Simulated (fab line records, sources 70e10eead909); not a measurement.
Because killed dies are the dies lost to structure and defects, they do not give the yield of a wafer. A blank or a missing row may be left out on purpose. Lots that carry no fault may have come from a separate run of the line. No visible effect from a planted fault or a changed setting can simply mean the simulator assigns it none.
Which tool is to blame? | flow nand-harc | 24 lots, 72 wafers sampled, at 6 steps of a route of 1302

## WHAT THE GAUGES READ, wafer by wafer
NHARC_A_SGD_CUT_THK_MEAS_22: measures by ellipsometry.
lot  | measured     | on            | thk-nm (nm)
L074 | day 19 00:47 | film-metro-01 | 149.1 149.0 147.7
L076 | day 20 06:51 | film-metro-01 | 147.3 146.8 146.9
L075 | day 20 06:51 | film-metro-02 | 148.0 146.7 148.5
L077 | day 20 16:17 | film-metro-01 | 145.9 148.1 147.1
L078 | day 21 03:09 | film-metro-02 | 145.8 147.6 150.0
L079 | day 21 21:32 | film-metro-02 | 147.0 147.1 146.1
L080 | day 22 03:53 | film-metro-02 | 148.3 148.4 149.0
L081 | day 22 18:37 | film-metro-01 | 149.1 144.8 149.5
L082 | day 22 18:37 | film-metro-02 | 147.2 147.6 150.9
L083 | day 23 14:44 | film-metro-02 | 148.3 150.4 149.7
L086 | day 24 02:35 | film-metro-01 | 147.3 146.7 149.3
L085 | day 24 02:34 | film-metro-02 | 146.3 149.7 148.7
L084 | day 24 02:35 | film-metro-02 | 149.2 148.3 148.8
L087 | day 24 23:16 | film-metro-01 | 146.4 145.1 148.0
L088 | day 25 12:43 | film-metro-01 | 148.6 146.7 149.1
L089 | day 25 17:59 | film-metro-02 | 146.7 149.7 146.1
L090 | day 25 17:59 | film-metro-01 | 147.4 148.7 146.4
L092 | day 27 08:36 | film-metro-02 | 148.5 147.0 150.1
L091 | day 27 08:35 | film-metro-01 | 147.4 148.7 147.3
L093 | day 27 20:08 | film-metro-01 | 147.6 150.0 147.7
L094 | day 28 00:50 | film-metro-02 | 146.1 149.2 146.7
L095 | day 28 18:35 | film-metro-01 | 146.3 146.3 147.6
L096 | day 29 06:20 | film-metro-02 | 146.6 146.9 147.5
L097 | day 29 06:29 | film-metro-02 | 148.3 147.9 144.8

## TOOL THAT RAN EACH LOT (tool first, then ch and the chambers of the sampled wafers, then the start)
lot  | NHARC_A_STAIRCASE_TRIM_220         | NHARC_A_STAIRCASE_TRIM_222                    | NHARC_A_STAIRCASE_TRIM_235                    | NHARC_A_STAIRCASE_ETCH_294                    | NHARC_A_STAIRCASE_CMP_152
L074 | rie-diel-01 ch 1,2, day 15 15:39   | rie-diel-01 ch 2,3, day 18 15:17 or earlier   | rie-diel-07 ch 0,3, day 18 15:17 or earlier   | rie-diel-04 ch 0,2, day 18 15:17 or earlier   | cmp-01 ch 0,1,2, day 18 15:17
L076 | rie-diel-04 ch 0,2,3, day 16 12:51 | rie-diel-04 ch 0,2,3, day 19 18:49 or earlier | rie-diel-01 ch 0,2,3, day 19 18:49 or earlier | rie-diel-04 ch 0,1,3, day 19 18:49 or earlier | cmp-01 ch 2,3, day 19 18:49
L075 | rie-diel-04 ch 0,1, day 16 14:43   | rie-diel-04 ch 0,1,3, day 19 18:40 or earlier | rie-diel-07 ch 0,1,2, day 19 18:40 or earlier | rie-diel-04 ch 2,3, day 19 18:40 or earlier   | cmp-04 ch 1,2, day 19 18:40
L077 | rie-diel-01 ch 0,2, day 17 08:18   | rie-diel-01 ch 0,3, day 20 07:25 or earlier   | rie-diel-01 ch 0,1,2, day 20 07:25 or earlier | rie-diel-01 ch 0,2,3, day 20 07:25 or earlier | cmp-02 ch 1,3, day 20 07:25
L078 | rie-diel-01 ch 0,2,3, day 17 14:59 | rie-diel-01 ch 0,2,3, day 20 17:40 or earlier | rie-diel-01 ch 0,1,3, day 20 17:40 or earlier | rie-diel-04 ch 0,2,3, day 20 17:40 or earlier | cmp-01 ch 0,1, day 20 17:40
L079 | rie-diel-07 ch 1,2,3, day 18 14:29 | rie-diel-07 ch 0,2,3, day 21 12:59 or earlier | rie-diel-04 ch 0,1, day 21 12:59 or earlier   | rie-diel-01 ch 1,2, day 21 12:59 or earlier   | cmp-01 ch 1,2,3, day 21 12:59
L080 | rie-diel-01 ch 0,1, day 18 15:37   | rie-diel-01 ch 0,1,3, day 21 18:29 or earlier | rie-diel-07 ch 2,3, day 21 18:29 or earlier   | rie-diel-01 ch 0,2,3, day 21 18:29 or earlier | cmp-01 ch 1,3, day 21 18:29
L081 | rie-diel-04 ch 0,2,3, day 19 13:52 | rie-diel-04 ch 1,2, day 22 09:37 or earlier   | rie-diel-04 ch 1,2, day 22 09:37 or earlier   | rie-diel-01 ch 0,2, day 22 09:37 or earlier   | cmp-02 ch 0,2,3, day 22 09:37
L082 | rie-diel-04 ch 0,1,2, day 19 14:20 | rie-diel-04 ch 0,1,2, day 22 09:55 or earlier | rie-diel-04 ch 0,1,3, day 22 09:55 or earlier | rie-diel-07 ch 0,1,2, day 22 09:55 or earlier | cmp-04 ch 0,1,3, day 22 09:55
L083 | rie-diel-07 ch 1,2,3, day 20 04:19 | rie-diel-07 ch 0,2,3, day 23 06:06 or earlier | rie-diel-04 ch 0,2, day 23 06:06 or earlier   | rie-diel-01 ch 0,1,3, day 23 06:06 or earlier | cmp-01 ch 0,2,3, day 23 06:06
L086 | rie-diel-07 ch 2,3, day 20 13:34   | rie-diel-07 ch 0,3, day 23 20:21 or earlier   | rie-diel-01 ch 1,2,3, day 23 20:21 or earlier | rie-diel-07 ch 0,2, day 23 20:21 or earlier   | cmp-04 ch 0,2,3, day 23 20:21
L085 | rie-diel-04 ch 0,2,3, day 20 14:10 | rie-diel-04 ch 0,1,2, day 23 17:41 or earlier | rie-diel-01 ch 0,1,3, day 23 17:41 or earlier | rie-diel-07 ch 0,1, day 23 17:41 or earlier   | cmp-04 ch 1,3, day 23 17:41
L084 | rie-diel-04 ch 0,1,2, day 20 18:45 | rie-diel-04 ch 0,3, day 23 18:07 or earlier   | rie-diel-04 ch 0,1,2, day 23 18:07 or earlier | rie-diel-07 ch 1,2,3, day 23 18:07 or earlier | cmp-01 ch 0,1,2, day 23 18:07
L087 | rie-diel-04 ch 0,1,3, day 21 01:46 | rie-diel-04 ch 0,1,2, day 24 12:42 or earlier | rie-diel-04 ch 0,3, day 24 12:42 or earlier   | rie-diel-01 ch 1,2,3, day 24 12:42 or earlier | cmp-01 ch 0,1,2, day 24 12:42
L088 | rie-diel-01 ch 1,2,3, day 22 00:03 | rie-diel-01 ch 0,3, day 25 00:48 or earlier   | rie-diel-04 ch 0,3, day 25 00:48 or earlier   | rie-diel-04 ch 1,2,3, day 25 00:48 or earlier | cmp-02 ch 1,2,3, day 25 00:48
L089 | rie-diel-07 ch 1,2,3, day 22 14:20 | rie-diel-07 ch 0,2,3, day 25 08:58 or earlier | rie-diel-07 ch 0,1,2, day 25 08:58 or earlier | rie-diel-01 ch 0,1,2, day 25 08:58 or earlier | cmp-02 ch 0,1,2, day 25 08:58
L090 | rie-diel-01 ch 1,3, day 22 15:07   | rie-diel-01 ch 0,3, day 25 11:52 or earlier   | rie-diel-01 ch 0,1,2, day 25 11:52 or earlier | rie-diel-07 ch 0,2,3, day 25 11:52 or earlier | cmp-02 ch 0,3, day 25 11:52
L092 | rie-diel-01 ch 0,2,3, day 23 21:41 | rie-diel-01 ch 1,2,3, day 26 23:47 or earlier | rie-diel-01 ch 1,2,3, day 26 23:47 or earlier | rie-diel-01 ch 0,1,2, day 26 23:47 or earlier | cmp-01 ch 1,2,3, day 26 23:47
L091 | rie-diel-04 ch 1,2,3, day 23 22:43 | rie-diel-04 ch 1,2, day 26 23:39 or earlier   | rie-diel-04 ch 1,2, day 26 23:39 or earlier   | rie-diel-04 ch 0,2,3, day 26 23:39 or earlier | cmp-02 ch 2,3, day 26 23:39
L093 | rie-diel-04 ch 1,2, day 24 08:06   | rie-diel-04 ch 1,2, day 27 11:14 or earlier   | rie-diel-07 ch 0,1,2, day 27 11:14 or earlier | rie-diel-01 ch 0,1,3, day 27 11:14 or earlier | cmp-01 ch 1,3, day 27 11:14
L094 | rie-diel-04 ch 1,3, day 24 09:15   | rie-diel-04 ch 1,3, day 27 15:46 or earlier   | rie-diel-04 ch 1,3, day 27 15:46 or earlier   | rie-diel-04 ch 1,2, day 27 15:46 or earlier   | cmp-01 ch 0,1,2, day 27 15:46
L095 | rie-diel-01 ch 0,3, day 25 04:02   | rie-diel-01 ch 0,3, day 28 09:53 or earlier   | rie-diel-01 ch 0,1, day 28 09:53 or earlier   | rie-diel-07 ch 0,1,2, day 28 09:53 or earlier | cmp-01 ch 0,1,3, day 28 09:53
L096 | rie-diel-04 ch 1,2, day 25 11:26   | rie-diel-04 ch 1,2, day 28 17:58 or earlier   | rie-diel-07 ch 0,1,2, day 28 17:58 or earlier | rie-diel-04 ch 0,2, day 28 17:58 or earlier   | cmp-02 ch 0,3, day 28 17:58
L097 | rie-diel-07 ch 0,1,3, day 25 12:11 | rie-diel-07 ch 1,2,3, day 28 17:46 or earlier | rie-diel-04 ch 0,2, day 28 17:46 or earlier   | rie-diel-07 ch 1,2,3, day 28 17:46 or earlier | cmp-04 ch 0,1,3, day 28 17:46
- NHARC_A_STAIRCASE_TRIM_220: chemistry O2, time 211.2 s.
- NHARC_A_STAIRCASE_TRIM_222: chemistry O2, time 211.2 s.
- NHARC_A_STAIRCASE_TRIM_235: chemistry O2, time 211.2 s.
- NHARC_A_STAIRCASE_ETCH_294: etches the open film in C4F8/O2/Ar, target depth 4989 nm, time 1211.6 s.
- NHARC_A_STAIRCASE_CMP_152: polishes.

## AS READ BY THE TOOLS THEMSELVES (means over the sampled wafers that have a number; for cases with no such wafer, the mark the record gives instead)
NHARC_A_STAIRCASE_TRIM_220.
lot  | tool        | drypump-motor-current-A (A) | oes-product-au (a.u.) | rf-vpp-V (V) | showerhead-plenum-p-Torr (Torr) | throttle-valve-pct (%)
L074 | rie-diel-01 | 6.1                         | 1.011                 | 57.4         | 3.38                            | 17.038
L076 | rie-diel-04 | 5.7                         | 1.004                 | 57.3         | 3.64                            | 17.033
L075 | rie-diel-04 | 5.7                         | 0.997                 | 58.5         | 3.73                            | 17.037
L077 | rie-diel-01 | 5.7                         | 1.017                 | 57.9         | 3.46                            | 17.038
L078 | rie-diel-01 | 5.9                         | 1.009                 | 57.9         | 3.50                            | 17.037
L079 | rie-diel-07 | 5.5                         | 0.998                 | 58.0         | 3.64                            | 17.034
L080 | rie-diel-01 | 6.1                         | 1.004                 | 57.0         | 3.33                            | 17.034
L081 | rie-diel-04 | 5.7                         | 0.996                 | 58.3         | 3.63                            | 17.034
L082 | rie-diel-04 | 5.6                         | 0.994                 | 58.3         | 3.67                            | 17.039
L083 | rie-diel-07 | 5.5                         | 1.000                 | 57.8         | 3.63                            | 17.034
L086 | rie-diel-07 | 5.3                         | 0.982                 | 57.9         | 3.62                            | 17.037
L085 | rie-diel-04 | 5.7                         | 0.998                 | 57.8         | 3.62                            | 17.036
L084 | rie-diel-04 | 5.7                         | 0.991                 | 58.0         | 3.66                            | 17.042
L087 | rie-diel-04 | 5.7                         | 1.008                 | 58.4         | 3.66                            | 17.035
L088 | rie-diel-01 | 6.1                         | 1.008                 | 57.3         | 3.44                            | 17.042
L089 | rie-diel-07 | 5.4                         | 1.000                 | 57.8         | 3.62                            | 17.035
L090 | rie-diel-01 | 6.3                         | 1.001                 | 57.7         | 3.43                            | 17.043
L092 | rie-diel-01 | 5.9                         | 1.010                 | 57.7         | 3.47                            | 17.031
L091 | rie-diel-04 | 5.6                         | 0.992                 | 58.3         | 3.60                            | 17.029
L093 | rie-diel-04 | 5.6                         | 0.988                 | 58.6         | 3.63                            | 17.041
L094 | rie-diel-04 | 5.6                         | 0.992                 | 58.2         | 3.64                            | 17.037
L095 | rie-diel-01 | 6.1                         | 1.015                 | 57.5         | 3.46                            | 17.039
L096 | rie-diel-04 | 5.6                         | 0.991                 | 57.4         | 3.58                            | 17.044
L097 | rie-diel-07 | 5.5                         | 0.999                 | 58.4         | 3.68                            | 17.042

NHARC_A_STAIRCASE_TRIM_222.
lot  | tool        | drypump-motor-current-A (A) | oes-product-au (a.u.) | rf-vpp-V (V) | showerhead-plenum-p-Torr (Torr) | throttle-valve-pct (%)
L074 | rie-diel-01 | 5.9                         | 0.999                 | 58.0         | 3.54                            | 17.041
L076 | rie-diel-04 | 5.7                         | 1.002                 | 58.5         | 3.64                            | 17.030
L075 | rie-diel-04 | 5.6                         | 1.006                 | 58.8         | 3.68                            | 17.037
L077 | rie-diel-01 | 5.9                         | 1.016                 | 58.3         | 3.46                            | 17.044
L078 | rie-diel-01 | 5.9                         | 1.022                 | 58.4         | 3.50                            | 17.034
L079 | rie-diel-07 | 5.2                         | 0.998                 | 57.3         | 3.59                            | 17.034
L080 | rie-diel-01 | 6.1                         | 1.013                 | 57.3         | 3.41                            | 17.042
L081 | rie-diel-04 | 5.6                         | 0.994                 | 57.7         | 3.61                            | 17.043
L082 | rie-diel-04 | 5.7                         | 0.993                 | 58.8         | 3.67                            | 17.038
L083 | rie-diel-07 | 5.2                         | 1.003                 | 58.0         | 3.58                            | 17.034
L086 | rie-diel-07 | 5.3                         | 0.995                 | 58.0         | 3.66                            | 17.034
L085 | rie-diel-04 | 5.7                         | 0.995                 | 57.8         | 3.66                            | 17.038
L084 | rie-diel-04 | 5.7                         | 1.009                 | 56.8         | 3.67                            | 17.029
L087 | rie-diel-04 | 5.7                         | 0.997                 | 58.2         | 3.66                            | 17.033
L088 | rie-diel-01 | 5.9                         | 1.015                 | 57.5         | 3.44                            | 17.032
L089 | rie-diel-07 | 5.3                         | 1.003                 | 57.2         | 3.58                            | 17.044
L090 | rie-diel-01 | 5.9                         | 1.006                 | 58.0         | 3.44                            | 17.025
L092 | rie-diel-01 | 6.1                         | 0.996                 | 57.8         | 3.43                            | 17.035
L091 | rie-diel-04 | 5.6                         | 0.990                 | 58.2         | 3.59                            | 17.034
L093 | rie-diel-04 | 5.5                         | 0.988                 | 57.8         | 3.63                            | 17.028
L094 | rie-diel-04 | 5.6                         | 1.008                 | 57.4         | 3.60                            | 17.030
L095 | rie-diel-01 | 6.1                         | 1.016                 | 57.7         | 3.46                            | 17.038
L096 | rie-diel-04 | 5.6                         | 0.990                 | 57.6         | 3.58                            | 17.049
L097 | rie-diel-07 | 5.5                         | 0.994                 | 57.6         | 3.61                            | 17.034

NHARC_A_STAIRCASE_TRIM_235.
lot  | tool        | drypump-motor-current-A (A) | oes-product-au (a.u.) | rf-vpp-V (V) | showerhead-plenum-p-Torr (Torr) | throttle-valve-pct (%)
L074 | rie-diel-07 | 5.3                         | 1.008                 | 58.1         | 3.68                            | 17.034
L076 | rie-diel-01 | 5.9                         | 1.010                 | 57.0         | 3.50                            | 17.039
L075 | rie-diel-07 | 5.4                         | 1.003                 | 58.6         | 3.60                            | 17.036
L077 | rie-diel-01 | 5.9                         | 1.004                 | 58.1         | 3.42                            | 17.032
L078 | rie-diel-01 | 6.1                         | 1.010                 | 57.2         | 3.42                            | 17.034
L079 | rie-diel-04 | 5.7                         | 1.003                 | 57.1         | 3.72                            | 17.043
L080 | rie-diel-07 | 5.3                         | 0.992                 | 57.8         | 3.52                            | 17.033
L081 | rie-diel-04 | 5.6                         | 0.991                 | 57.9         | 3.66                            | 17.032
L082 | rie-diel-04 | 5.6                         | 0.996                 | 57.7         | 3.67                            | 17.034
L083 | rie-diel-04 | 5.7                         | 0.991                 | 57.8         | 3.62                            | 17.043
L086 | rie-diel-01 | 6.1                         | 1.004                 | 57.2         | 3.44                            | 17.031
L085 | rie-diel-01 | 6.1                         | 1.005                 | 57.7         | 3.40                            | 17.032
L084 | rie-diel-04 | 5.7                         | 1.003                 | 58.5         | 3.66                            | 17.034
L087 | rie-diel-04 | 5.7                         | 0.994                 | 58.2         | 3.62                            | 17.037
L088 | rie-diel-04 | 5.7                         | 1.004                 | 58.1         | 3.62                            | 17.040
L089 | rie-diel-07 | 5.4                         | 1.003                 | 58.0         | 3.58                            | 17.033
L090 | rie-diel-01 | 5.9                         | 1.012                 | 58.0         | 3.40                            | 17.034
L092 | rie-diel-01 | 6.1                         | 0.997                 | 57.3         | 3.43                            | 17.034
L091 | rie-diel-04 | 5.5                         | 0.994                 | 57.7         | 3.64                            | 17.039
L093 | rie-diel-07 | 5.4                         | 1.005                 | 58.2         | 3.58                            | 17.041
L094 | rie-diel-04 | 5.5                         | 0.997                 | 58.2         | 3.63                            | 17.040
L095 | rie-diel-01 | 6.1                         | 1.003                 | 57.3         | 3.66                            | 17.047
L096 | rie-diel-07 | 5.4                         | 1.005                 | 57.3         | 3.57                            | 17.030
L097 | rie-diel-04 | 5.7                         | 0.998                 | 58.3         | 3.65                            | 17.034

NHARC_A_STAIRCASE_ETCH_294.
lot  | tool        | oes-product-au (a.u.) | rf-vpp-V (V)
L074 | rie-diel-04 | 0.933                 | 1834
L076 | rie-diel-04 | 0.926                 | 1838
L075 | rie-diel-04 | 0.928                 | 1831
L077 | rie-diel-01 | 0.929                 | 1824
L078 | rie-diel-04 | 0.930                 | 1835
L079 | rie-diel-01 | 0.930                 | 1815
L080 | rie-diel-01 | 0.933                 | 1824
L081 | rie-diel-01 | 0.929                 | 1824
L082 | rie-diel-07 | 0.924                 | 1832
L083 | rie-diel-01 | 0.935                 | 1818
L086 | rie-diel-07 | 0.951                 | 1827
L085 | rie-diel-07 | 0.937                 | 1840
L084 | rie-diel-07 | 0.943                 | 1832
L087 | rie-diel-01 | 0.927                 | 1820
L088 | rie-diel-04 | 0.930                 | 1832
L089 | rie-diel-01 | 0.940                 | 1817
L090 | rie-diel-07 | 0.913                 | 1830
L092 | rie-diel-01 | 0.951                 | 1829
L091 | rie-diel-04 | 0.930                 | 1832
L093 | rie-diel-01 | 0.936                 | 1829
L094 | rie-diel-04 | 0.916                 | 1834
L095 | rie-diel-07 | 0.935                 | 1828
L096 | rie-diel-04 | 0.919                 | 1832
L097 | rie-diel-07 | 0.936                 | 1833

NHARC_A_STAIRCASE_CMP_152.
lot  | tool   | edge-zone-pressure-frac | motor-current-A (A)
L074 | cmp-01 | 1.002                   | 12.1
L076 | cmp-01 | 1.003                   | 12.1
L075 | cmp-04 | 1.004                   | 10.8
L077 | cmp-02 | 1.004                   | 13.0
L078 | cmp-01 | 1.003                   | 12.0
L079 | cmp-01 | 1.002                   | 12.2
L080 | cmp-01 | 0.999                   | 11.9
L081 | cmp-02 | 0.996                   | 13.0
L082 | cmp-04 | 0.998                   | 12.2
L083 | cmp-01 | 0.994                   | 12.1
L086 | cmp-04 | 1.003                   | 12.3
L085 | cmp-04 | 0.998                   | 12.2
L084 | cmp-01 | 0.997                   | 11.9
L087 | cmp-01 | 0.998                   | 12.0
L088 | cmp-02 | 0.995                   | 12.9
L089 | cmp-02 | 1.001                   | 11.8
L090 | cmp-02 | 1.000                   | 14.7
L092 | cmp-01 | 0.998                   | 12.3
L091 | cmp-02 | 1.000                   | 14.0
L093 | cmp-01 | 1.000                   | 13.0
L094 | cmp-01 | 1.000                   | 12.0
L095 | cmp-01 | 1.001                   | 12.2
L096 | cmp-02 | 1.004                   | 14.3
L097 | cmp-04 | 1.000                   | 12.6

## THE ANSWER, worked out from the rows above alone
Rule: what is usual is taken from the lots themselves. Put in order of their means at a reading, lots are off if they are a third of the lots or fewer, leave a main group of 4 or more, and stand apart from it by a gap of 3 or more times the standard deviation of the main group's means; of several such gaps the widest counts. A main group is skipped when, at the precision printed for the reading in the tables above, its means are all equal. A lot without any number at a reading at which 4 lots or more have one is off too. Where the step has rows for the other lots, those lots are counted as sound. The gauges are gone through in route order, then the tools' own readings, and for those a lot's mean is taken as printed above. At the first step where some lot is off, the reading lying furthest off is the one used; lots without a number count as furthest.
None of the lots is off at any reading shown; this tells nothing.

## WHAT THE SIMULATOR HAD PUT IN
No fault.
